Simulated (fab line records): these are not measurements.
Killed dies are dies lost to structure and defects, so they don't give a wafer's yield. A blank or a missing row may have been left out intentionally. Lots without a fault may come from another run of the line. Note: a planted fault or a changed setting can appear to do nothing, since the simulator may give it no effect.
Which tool was responsible? / flow n5-finfet / Sampling: 12 lots, 36 wafers, 2 of 1938 route steps

== WHAT THE GAUGES READ, wafer by wafer ==
N5_BEOL_M4_CD_MEAS_18: pitch 36 nm, target cd 18 nm.
lot=L075; measured=day 7 18:23; on=cd-sem-03; cd-nm (nm)=18.4 18.5 17.9
lot=L077; measured=day 8 03:28; on=cd-sem-02; cd-nm (nm)=17.7 17.5 17.7
lot=L079; measured=day 8 20:58; on=cd-sem-02; cd-nm (nm)=18.2 17.3 17.1
lot=L081; measured=day 9 10:56; on=cd-sem-03; cd-nm (nm)=16.9 17.3 18.2
lot=L083; measured=day 9 16:37; on=cd-sem-01; cd-nm (nm)=18.4 18.5 17.5
lot=L085; measured=day 10 12:07; on=cd-sem-03; cd-nm (nm)=17.5 17.4 17.9
lot=L087; measured=day 11 02:32; on=cd-sem-01; cd-nm (nm)=18.4 18.8 17.9
lot=L089; measured=day 11 12:28; on=cd-sem-01; cd-nm (nm)=17.0 17.2 17.2
lot=L091; measured=day 11 16:32; on=cd-sem-01; cd-nm (nm)=17.4 18.3 17.1
lot=L093; measured=day 12 04:54; on=cd-sem-01; cd-nm (nm)=17.5 17.9 17.8
lot=L095; measured=day 13 01:32; on=cd-sem-01; cd-nm (nm)=17.4 17.7 17.5
lot=L097; measured=day 13 11:21; on=cd-sem-02; cd-nm (nm)=17.7 18.4 17.5

== EACH LOT AND THE TOOL THAT RAN IT (in order: tool; ch and the chambers of the sampled wafers; start) ==
lot=L075; N5_BEOL_M4_HM_OPEN_17=rie-metal-01 ch 0,1, day 7 18:12
lot=L077; N5_BEOL_M4_HM_OPEN_17=rie-metal-03 ch 0, day 8 03:02
lot=L079; N5_BEOL_M4_HM_OPEN_17=rie-metal-02 ch 0,1, day 8 20:44
lot=L081; N5_BEOL_M4_HM_OPEN_17=rie-metal-02 ch 0,1, day 9 10:42
lot=L083; N5_BEOL_M4_HM_OPEN_17=rie-metal-03 ch 0,1, day 9 16:26
lot=L085; N5_BEOL_M4_HM_OPEN_17=rie-metal-02 ch 0,1, day 10 11:56
lot=L087; N5_BEOL_M4_HM_OPEN_17=rie-metal-02 ch 0,1, day 11 02:21
lot=L089; N5_BEOL_M4_HM_OPEN_17=rie-metal-01 ch 0,1, day 11 12:14
lot=L091; N5_BEOL_M4_HM_OPEN_17=rie-metal-01 ch 0,1, day 11 16:07
lot=L093; N5_BEOL_M4_HM_OPEN_17=rie-metal-02 ch 0,1, day 12 04:40
lot=L095; N5_BEOL_M4_HM_OPEN_17=rie-metal-02 ch 0, day 13 01:13
lot=L097; N5_BEOL_M4_HM_OPEN_17=rie-metal-01 ch 0,1, day 13 11:10
- N5_BEOL_M4_HM_OPEN_17: chemistry Cl2/BCl3, target TiN, target depth 20 nm, overetch 6 nm.

== THE ANSWER, worked out from the rows above alone ==
Rule: the usual values come from the lots themselves. The widest of any qualifying gaps counts: lots, ordered by their means at a reading, are off when they make up no more than a third of the lots, leave a main group of 4 or more, and stand apart from it by 3 or more times the standard deviation of that group's means. If all means in a main group match to the digits the tables above print for the reading, that group is not used. Also off: a lot with no number at a reading for which 4 or more lots have one. All remaining lots with rows at the step are treated as sound.
Nothing can be told from this: no lot is off at any reading shown.

== WHAT WAS PUT IN BY THE SIMULATOR ==
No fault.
